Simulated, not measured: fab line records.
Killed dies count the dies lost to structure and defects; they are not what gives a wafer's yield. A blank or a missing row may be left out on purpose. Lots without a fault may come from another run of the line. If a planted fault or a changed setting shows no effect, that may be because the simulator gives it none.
fab line records	flow nand_harc
[record] lots = 12	wafers = 36	last_day = 33
route steps=1302 shown A_M0@1161 A_M1@1176
lots that met no fault: from a run of the same line without faults
start_h: the number of hours between the record's first day and the start of the first shown wafer of the lot	wait_h: how many hours have passed since the lot's step before this one	" the same as in the row above	L1.1+2: a single row standing in for several wafers	- either no value or no given start	* or withheld: withheld	< > ~ a bound
route shown NAME@n: a module of which the file shows steps, and the number in the route of the first	usual: the fault-free wafers' mean and standard deviation	same: alike in all rows	chamber/n: place in a boat	sites: the reading at each site	_std_site: standard deviation across them	_edge_site: inner sites' mean taken away from outer sites' mean	radius_mm: how far each site lies from the wafer's centre	mask NAME#n: copy n	behind: tool/chamber where the wafer was last shaped	hold: reason for holding the lot/hours on hold/outcome of the hold	device: the transistor (n, p or np) that didn't switch	end of line: the route-end tests of the same wafers	a step given without rows: its recipe and nothing more	killed: the dies lost at the first sort to structure and to defects; this is not the yield of the wafer	map: the dies of a wafer, with x for killed, . for not killed, _ for no die there
set.NAME: the setting that was run; set.NAME@STEP: the one run at that earlier step	model.NAME: the simulator's own value behind a step, which no gauge read
one table for each step of the route and one row for each wafer, over a sample of lots
services: from which hour (start_h, from the record's first day; less than 0 if before it) a tool's chamber was out of use, for how many hours, and why
[[steps]]
[step NHARC_A_M0_ANNEAL_30]
[recipe] temp_c = 225	time_s = 90
[usual] wafer_temp_C_max = 226.5/0.5
lot.wafer	tool	chamber	start_h	wait_h	wafer_temp_C_max
L428.2	rtp_anneal-02	0	539.39	0.4	226.4
L428.3	"	0	"	"	226.0
L428.4	"	0	"	"	225.8
L430.1	rtp_anneal-01	0	573.73	-	226.8
L430.2	"	0	"	"	227.1
L430.6	"	0	"	"	226.5
L433.1	rtp_anneal-02	0	577.95	-	226.0
L433.4	"	0	"	"	226.2
L433.5	"	0	"	"	226.0
L432.3	rtp_anneal-02	0	601.41	-	225.8
L432.5	"	0	"	"	226.1
L432.6	"	0	"	"	226.3
L436.1	rtp_anneal-02	0	613.39	-	226.0
L436.3	"	0	"	"	226.0
L436.5	"	0	"	"	225.8
L441.1	rtp_anneal-01	0	692.74	0.3	227.0
L441.3	"	0	"	"	226.9
L441.5	"	0	"	"	226.7
L444.4	rtp_anneal-02	0	706.12	0.3	225.7
L444.5	"	0	"	"	226.6
L444.6	"	0	"	"	226.0
L445.4	rtp_anneal-02	0	707.77	-	225.8
L445.5	"	0	"	"	226.3
L445.6	"	0	"	"	226.1
L446.1	rtp_anneal-02	0	721.30	-	226.3
L446.4	"	0	"	"	225.9
L446.5	"	0	"	"	225.8
L447.1	rtp_anneal-01	0	723.52	0.3	226.9
L447.4	"	0	"	"	227.1
L447.5	"	0	"	"	227.3
L449.1	rtp_anneal-01	0	747.51	0.4	227.1
L449.4	"	0	"	"	226.7
L449.6	"	0	"	"	226.7
L450.1	rtp_anneal-01	0	750.78	-	227.7
L450.3	"	0	"	"	226.9
L450.4	"	0	"	"	227.2
[step NHARC_A_M0_INSPECT_27]
[usual] raw_defect_count = 534/160
lot.wafer	tool	chamber	start_h	wait_h	raw_defect_count
L428.2	defect_inspect-02	-	540.15	0.0	462
L428.3	"	-	"	"	534
L428.4	"	-	"	"	733
L430.1	defect_inspect-01	-	574.54	0.0	628
L430.2	"	-	"	"	489
L430.6	"	-	"	"	478
L433.1	defect_inspect-01	-	578.77	0.0	492
L433.4	"	-	"	"	495
L433.5	"	-	"	"	947
L432.3	defect_inspect-02	-	602.13	0.0	625
L432.5	"	-	"	"	590
L432.6	"	-	"	"	692
L436.1	defect_inspect-02	-	614.21	0.0	576
L436.3	"	-	"	"	392
L436.5	"	-	"	"	487
L441.1	defect_inspect-01	-	693.55	0.0	657
L441.3	"	-	"	"	466
L441.5	"	-	"	"	450
L444.4	defect_inspect-02	-	706.78	0.0	444
L444.5	"	-	"	"	509
L444.6	"	-	"	"	481
L445.4	defect_inspect-02	-	708.44	0.0	392
L445.5	"	-	"	"	444
L445.6	"	-	"	"	352
L446.1	defect_inspect-01	-	722.12	0.0	477
L446.4	"	-	"	"	322
L446.5	"	-	"	"	388
L447.1	defect_inspect-01	-	724.33	0.0	425
L447.4	"	-	"	"	355
L447.5	"	-	"	"	389
L449.1	defect_inspect-01	-	748.33	0.0	433
L449.4	"	-	"	"	461
L449.6	"	-	"	"	488
L450.1	defect_inspect-01	-	751.60	0.0	417
L450.3	"	-	"	"	459
L450.4	"	-	"	"	749
[step NHARC_A_M1_EXPOSE_06]
[recipe] na = 1.35	target_cd_nm = 120	dose_mj = 75.13	mask_id = A_M1
[usual] exposure_dose_mJ_cm2 = 74.89/0.2
[same] na = 1.35
lot.wafer	tool	chamber	start_h	wait_h	mask	exposure_dose_mJ_cm2
L428.2	arfi_scanner-01	0	541.27	-	A_M1#0	74.75
L428.3	"	0	"	"	A_M1#0	74.68
L428.4	"	0	"	"	A_M1#0	74.69
L430.1	arfi_scanner-03	0	575.80	-	A_M1#0	75.13
L430.2	"	0	"	"	A_M1#0	75.11
L430.6	"	0	"	"	A_M1#0	75.16
L433.1	arfi_scanner-03	0	579.90	-	A_M1#0	75.19
L433.4	"	0	"	"	A_M1#0	75.07
L433.5	"	0	"	"	A_M1#0	75.11
L432.3	arfi_scanner-03	0	603.45	-	A_M1#0	75.03
L432.5	"	0	"	"	A_M1#0	75.04
L432.6	"	0	"	"	A_M1#0	75.04
L436.1	arfi_scanner-02	0	615.46	-	A_M1#0	75.18
L436.3	"	0	"	"	A_M1#0	75.04
L436.5	"	0	"	"	A_M1#0	74.98
L441.1	arfi_scanner-02	0	694.81	-	A_M1#0	75.01
L441.3	"	0	"	"	A_M1#0	74.86
L441.5	"	0	"	"	A_M1#0	74.87
L444.4	arfi_scanner-02	0	707.92	-	A_M1#0	70.35
L444.5	"	0	"	"	A_M1#0	70.44
L444.6	"	0	"	"	A_M1#0	70.42
L445.4	arfi_scanner-02	0	709.58	-	A_M1#0	71.18
L445.5	"	0	"	"	A_M1#0	71.26
L445.6	"	0	"	"	A_M1#0	71.25
L446.1	arfi_scanner-03	0	723.37	-	A_M1#0	75.06
L446.4	"	0	"	"	A_M1#0	75.09
L446.5	"	0	"	"	A_M1#0	75.05
L447.1	arfi_scanner-03	0	725.46	-	A_M1#0	75.07
L447.4	"	0	"	"	A_M1#0	75.06
L447.5	"	0	"	"	A_M1#0	75.06
L449.1	arfi_scanner-01	0	749.58	-	A_M1#0	74.60
L449.4	"	0	"	"	A_M1#0	74.68
L449.6	"	0	"	"	A_M1#0	74.74
L450.1	arfi_scanner-03	0	752.85	-	A_M1#0	75.04
L450.3	"	0	"	"	A_M1#0	75.05
L450.4	"	0	"	"	A_M1#0	74.99
[step NHARC_A_M1_CD_MEAS_09]
[recipe] target_cd_nm = 120	landing_energy_ev = 500
[usual] cd_nm = 120.2/0.71
lot.wafer	tool	chamber	start_h	wait_h	hold	cd_nm
L428.2	cd_sem-02	0	541.41	-	-	120.0
L428.3	"	0	"	"	-	120.5
L428.4	"	0	"	"	-	120.4
L430.1	cd_sem-03	0	575.94	-	-	118.4
L430.2	"	0	"	"	-	118.8
L430.6	"	0	"	"	-	120.1
L433.1	cd_sem-03	0	580.04	-	-	119.7
L433.4	"	0	"	"	-	120.0
L433.5	"	0	"	"	-	119.3
L432.3	cd_sem-02	0	603.59	-	-	119.9
L432.5	"	0	"	"	-	119.6
L432.6	"	0	"	"	-	119.5
L436.1	cd_sem-01	0	615.60	-	-	119.5
L436.3	"	0	"	"	-	120.1
L436.5	"	0	"	"	-	119.7
L441.1	cd_sem-03	0	694.95	-	-	120.2
L441.3	"	0	"	"	-	119.8
L441.5	"	0	"	"	-	120.1
L444.4	cd_sem-01	0	708.05	-	await_dispo/0.2h/release	116.8
L444.5	"	0	"	"	await_dispo/0.2h/release	116.7
L444.6	"	0	"	"	await_dispo/0.2h/release	117.0
L444.4	cd_sem-01	0	-	-	-	117.2
L444.5	"	0	"	"	-	116.5
L444.6	"	0	"	"	-	117.0
L445.4	cd_sem-01	0	709.71	-	-	117.9
L445.5	"	0	"	"	-	117.8
L445.6	"	0	"	"	-	117.6
L446.1	cd_sem-01	0	723.51	-	-	120.5
L446.4	"	0	"	"	-	120.1
L446.5	"	0	"	"	-	120.5
L447.1	cd_sem-01	0	725.60	-	-	119.8
L447.4	"	0	"	"	-	120.0
L447.5	"	0	"	"	-	119.5
L449.1	cd_sem-02	0	749.72	-	-	120.0
L449.4	"	0	"	"	-	120.6
L449.6	"	0	"	"	-	119.1
L450.1	cd_sem-02	0	752.99	-	-	118.7
L450.3	"	0	"	"	-	119.7
L450.4	"	0	"	"	-	118.7
[step NHARC_A_M1_DESCUM_14]
[recipe] time_s = 3	o2_flow_sccm = 200	ar_flow_sccm = 0	bias_power_w = 0	chemistry = O2
[usual] drypump_motor_current_A = 5.92/0.21	oes_product_au = 1.004/0.016	rf_vpp_V = 57.7/0.83	showerhead_plenum_p_Torr = 1.87/0.071	throttle_valve_pct = 11.310/0.0094
lot.wafer	tool	chamber	start_h	wait_h	drypump_motor_current_A	oes_product_au	rf_hours_counter_h	rf_vpp_V	showerhead_plenum_p_Torr	throttle_valve_pct
L428.4	rie_diel-01	0	541.60	0.1	6.07	1.010	5.1	58.3	1.88	11.317
L428.3	"	1	"	"	5.87	0.993	5.0	56.5	1.82	11.289
L428.2	"	3	"	"	5.77	1.011	5.0	58.2	1.79	11.319
L430.2	rie_diel-01	2	576.13	0.1	6.30	1.011	0.3	56.9	1.83	11.302
L430.1	"	1	"	"	5.87	1.007	0.3	57.2	1.82	11.316
L430.6	"	3	"	"	5.76	1.016	-	56.8	1.79	11.302
L433.4	rie_diel-05	3	580.23	0.1	5.79	0.991	7.3	59.0	1.88	11.296
L433.1	"	0	"	"	5.98	0.992	7.8	57.7	1.79	11.297
L433.5	"	0	"	"	5.95	0.995	-	56.6	1.79	11.312
L432.3	rie_diel-05	3	603.77	0.1	5.79	1.002	0.7	59.6	1.88	11.311
L432.5	"	3	"	"	5.79	1.007	-	57.9	1.88	11.317
L432.6	"	0	"	"	5.99	0.995	-	58.0	1.79	11.303
L436.1	rie_diel-05	0	615.80	0.1	5.96	0.997	1.7	56.4	1.79	11.302
L436.3	"	1	"	"	6.01	0.972	1.9	58.2	1.93	11.319
L436.5	"	3	"	"	5.79	1.021	-	56.6	1.88	11.316
L441.1	rie_diel-05	2	695.14	0.1	5.82	1.008	6.1	58.9	1.97	11.306
L441.3	"	3	"	"	5.80	1.010	6.0	57.2	1.88	11.298
L441.5	"	1	"	"	6.01	0.975	-	58.5	1.93	11.319
L444.4	rie_diel-05	0	709.82	0.1	5.98	0.980	6.4	58.4	1.79	11.302
L444.6	"	1	"	"	6.01	0.961	-	58.2	1.93	11.322
L444.5	"	2	"	"	5.83	1.012	-	59.7	1.97	11.325
L445.4	rie_diel-05	2	709.90	0.1	5.82	1.032	6.9	59.1	1.97	11.329
L445.5	"	1	"	"	6.02	0.982	-	58.5	1.93	11.290
L445.6	"	2	"	"	5.83	1.027	-	58.9	1.97	11.318
L446.1	rie_diel-01	0	723.71	0.1	6.09	1.006	4.0	58.1	1.88	11.314
L446.4	"	2	"	"	6.34	1.006	4.5	58.4	1.83	11.294
L446.5	"	0	"	"	6.06	1.018	-	56.3	1.88	11.321
L447.4	rie_diel-01	0	725.79	0.1	6.05	1.011	4.1	56.6	1.88	11.302
L447.1	"	3	"	"	5.76	1.008	4.4	57.0	1.79	11.314
L447.5	"	1	"	"	5.87	1.025	-	57.2	1.82	11.300
L449.1	rie_diel-01	0	749.91	0.1	6.06	0.996	0.4	56.1	1.88	11.315
L449.6	"	1	"	"	5.88	1.011	-	57.6	1.82	11.307
L449.4	"	3	"	"	5.75	1.009	-	56.6	1.79	11.325
L450.4	rie_diel-01	2	753.18	0.1	6.34	0.998	0.4	56.7	1.83	11.322
L450.1	"	3	"	"	5.74	1.006	0.6	58.6	1.79	11.298
L450.3	"	1	"	"	5.88	1.004	0.5	57.9	1.82	11.314
[[services]]
tool	chamber	start_h	hours	kind
arfi_scanner-03	-	518.87	4.1	repair
arfi_scanner-03	-	540.00	4.0	pm
rie_diel-01	-	557.80	9.0	pm
rie_diel-05	1	562.57	6.9	repair
arfi_scanner-02	-	571.26	4.4	repair
arfi_scanner-01	-	577.66	0.9	repair
rie_diel-05	-	583.60	9.0	pm
arfi_scanner-01	-	596.00	4.0	pm
arfi_scanner-02	-	640.05	3.2	repair
arfi_scanner-01	-	642.48	1.2	repair
arfi_scanner-02	-	644.93	0.9	repair
arfi_scanner-03	-	647.75	2.1	repair
arfi_scanner-02	-	656.00	4.0	pm
arfi_scanner-02	-	674.42	1.2	repair
arfi_scanner-02	-	678.12	9.4	repair
rie_diel-01	-	681.01	3.2	repair
rie_diel-01	0	692.81	4.3	repair
rie_diel-01	-	703.85	2.2	repair
arfi_scanner-03	-	712.00	4.0	pm
rie_diel-05	-	712.86	0.4	repair
arfi_scanner-03	-	720.73	0.9	repair
rie_diel-01	-	734.80	9.0	pm
rtp_anneal-02	-	744.00	12.0	pm
rie_diel-01	2	746.95	4.4	repair
[[key]]
[first_sign] step = NHARC_A_M1_EXPOSE_06	reading = exposure_dose_mJ_cm2	direction = down	sigmas = 20	usual = 74.89	struck = 70.82
[effect] step = NHARC_A_M1_CD_MEAS_09	reading = visit	direction = added	through = control_loop
met_at NHARC_A_M1_EXPOSE_06
struck_lots L444,L445
[loop_trim] step = NHARC_A_M1_EXPOSE_06	setting = dose	lots = L445
not_acting_at NHARC_A_M0_ANNEAL_30,NHARC_A_M0_INSPECT_27,NHARC_A_M1_DESCUM_14
onset_between 694.81 707.92
[fault] kind = process_parameter_drift	tool = arfi_scanner-02	chamber = -	onset_h = 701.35	steps = NHARC_A_M1_EXPOSE_06	channel = dose_mj	offset = -4.5918	shape = step	acts_in = these_recipes_only	stated = 75.13
// loop_trim: a control loop set the setting to another value than it would have without faults
